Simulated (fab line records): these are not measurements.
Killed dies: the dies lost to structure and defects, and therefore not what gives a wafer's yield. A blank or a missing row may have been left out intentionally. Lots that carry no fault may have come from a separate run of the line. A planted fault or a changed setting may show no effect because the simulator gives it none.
Matching of chambers :: flow n5-finfet :: N5_BEOL_M7_PECVD_70 on pecvd-04: 3 sister chambers
The step deposits SiO2 from TEOS/O2, target thk 20 nm, time 22.7 s. 6 wafers are shown with their chamber, then 12 later ones without.

WAFERS WITH THEIR CHAMBER
wafer: L079.4
chamber: 2
throttle-valve-pct (%): 21.1
heater-power-w (W): 658

wafer: L090.4
chamber: 1
throttle-valve-pct (%): 22.4
heater-power-w (W): 938

wafer: L090.5
chamber: 2
throttle-valve-pct (%): 21.5
heater-power-w (W): 692

wafer: L091.2
chamber: 0
throttle-valve-pct (%): 23.1
heater-power-w (W): 831

wafer: L091.3
chamber: 0
throttle-valve-pct (%): 23.1
heater-power-w (W): 849

wafer: L091.4
chamber: 1
throttle-valve-pct (%): 22.4
heater-power-w (W): 949

WAFERS MISSING THEIR CHAMBER
wafer: L095.1
throttle-valve-pct (%): 22.5
heater-power-w (W): 887

wafer: L095.4
throttle-valve-pct (%): 23.3
heater-power-w (W): 859

wafer: L095.6
throttle-valve-pct (%): 22.2
heater-power-w (W): 911

wafer: L086.3
throttle-valve-pct (%): 22.2
heater-power-w (W): 989

wafer: L086.4
throttle-valve-pct (%): 23.1
heater-power-w (W): 744

wafer: L086.5
throttle-valve-pct (%): 23.0
heater-power-w (W): 751

wafer: L094.1
throttle-valve-pct (%): 22.4
heater-power-w (W): 948

wafer: L094.4
throttle-valve-pct (%): 21.1
heater-power-w (W): 739

wafer: L094.6
throttle-valve-pct (%): 22.4
heater-power-w (W): 925

wafer: L097.3
throttle-valve-pct (%): 23.0
heater-power-w (W): 886

wafer: L097.4
throttle-valve-pct (%): 23.2
heater-power-w (W): 855

wafer: L097.6
throttle-valve-pct (%): 22.3
heater-power-w (W): 953

WHICH CHAMBER EACH ONE RAN IN
wafer: L095.1
from the rows above: can't be placed: 1 or 0
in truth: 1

wafer: L095.4
from the rows above: 0
in truth: 0

wafer: L095.6
from the rows above: 1
in truth: 1

wafer: L086.3
from the rows above: 1
in truth: 1

wafer: L086.4
from the rows above: 0
in truth: 0

wafer: L086.5
from the rows above: 0
in truth: 0

wafer: L094.1
from the rows above: 1
in truth: 1

wafer: L094.4
from the rows above: 2
in truth: 2

wafer: L094.6
from the rows above: 1
in truth: 1

wafer: L097.3
from the rows above: 0
in truth: 0

wafer: L097.4
from the rows above: 0
in truth: 0

wafer: L097.6
from the rows above: 1
in truth: 1
Placed correctly: 11 of 12. Not placeable from these rows: 1 (in 1, the candidates include the true chamber). Number placed wrongly: 0.
How it was worked out, from the rows above alone: a wafer's distance from a chamber is the root of the sum, over the readings, of the square of ((its reading less the chamber's mean) divided by the reading's scatter). If the next closest chamber is less than 2 further off than the closest, the wafer can't be placed; otherwise it belongs to the closest. For every chamber, the mean is computed from those of its wafers that are shown. The scatter: take each reading less its chamber's mean, square it, sum over the shown wafers, divide by the number of wafers less the number of chambers, and take the root.
